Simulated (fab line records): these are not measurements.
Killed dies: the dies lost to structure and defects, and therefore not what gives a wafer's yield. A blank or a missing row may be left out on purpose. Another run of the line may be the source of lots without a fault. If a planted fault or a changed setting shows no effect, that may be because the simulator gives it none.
Matching of chambers :: flow nand harc :: NHARC_A_CONTACT_DEP_85 on pecvd-03: 3 sister chambers
The step deposits SiON, target thk 60 nm. 3 wafers are shown with their chamber, then 9 later ones without.

== EACH WAFER AND ITS CHAMBER ==
wafer: L091.1
chamber: 0
heater power w (W): 769

wafer: L091.3
chamber: 2
heater power w (W): 698

wafer: L091.5
chamber: 1
heater power w (W): 750

== WAFERS WITHOUT THEIR CHAMBER ==
wafer: L091.2
heater power w (W): 756

wafer: L091.4
heater power w (W): 696

wafer: L091.6
heater power w (W): 753

wafer: L095.1
heater power w (W): 694

wafer: L095.5
heater power w (W): 843

wafer: L095.6
heater power w (W): 693

wafer: L096.1
heater power w (W): 769

wafer: L096.3
heater power w (W): 822

wafer: L096.5
heater power w (W): 798

== WHICH CHAMBER EACH ONE RAN IN ==
wafer: L091.2
from the rows above: can't be placed: 1 or 0 or 2
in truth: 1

wafer: L091.4
from the rows above: can't be placed: 2 or 1
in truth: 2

wafer: L091.6
from the rows above: can't be placed: 1 or 0 or 2
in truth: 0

wafer: L095.1
from the rows above: can't be placed: 2 or 1
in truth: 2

wafer: L095.5
from the rows above: can't be placed: 0 or 1
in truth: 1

wafer: L095.6
from the rows above: can't be placed: 2 or 1
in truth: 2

wafer: L096.1
from the rows above: can't be placed: 0 or 1
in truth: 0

wafer: L096.3
from the rows above: can't be placed: 0 or 1
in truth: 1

wafer: L096.5
from the rows above: can't be placed: 0 or 1
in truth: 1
Correctly placed: 0 of 9. Not placeable from these rows: 9 (in 9, the candidates include the true chamber). Number placed wrongly: 0.
How it was worked out, from the rows above alone: a wafer's distance from a chamber is the root of the sum, over the readings, of the square of ((its reading less the chamber's mean) divided by the reading's scatter). If the next closest chamber is less than 2 further off than the closest, the wafer can't be placed; otherwise it belongs to the closest. Each chamber's mean is taken over the wafers shown for it. The scatter: with one shown wafer a chamber, the root of the mean of the squares of how far each hidden wafer lies from its nearest shown one.
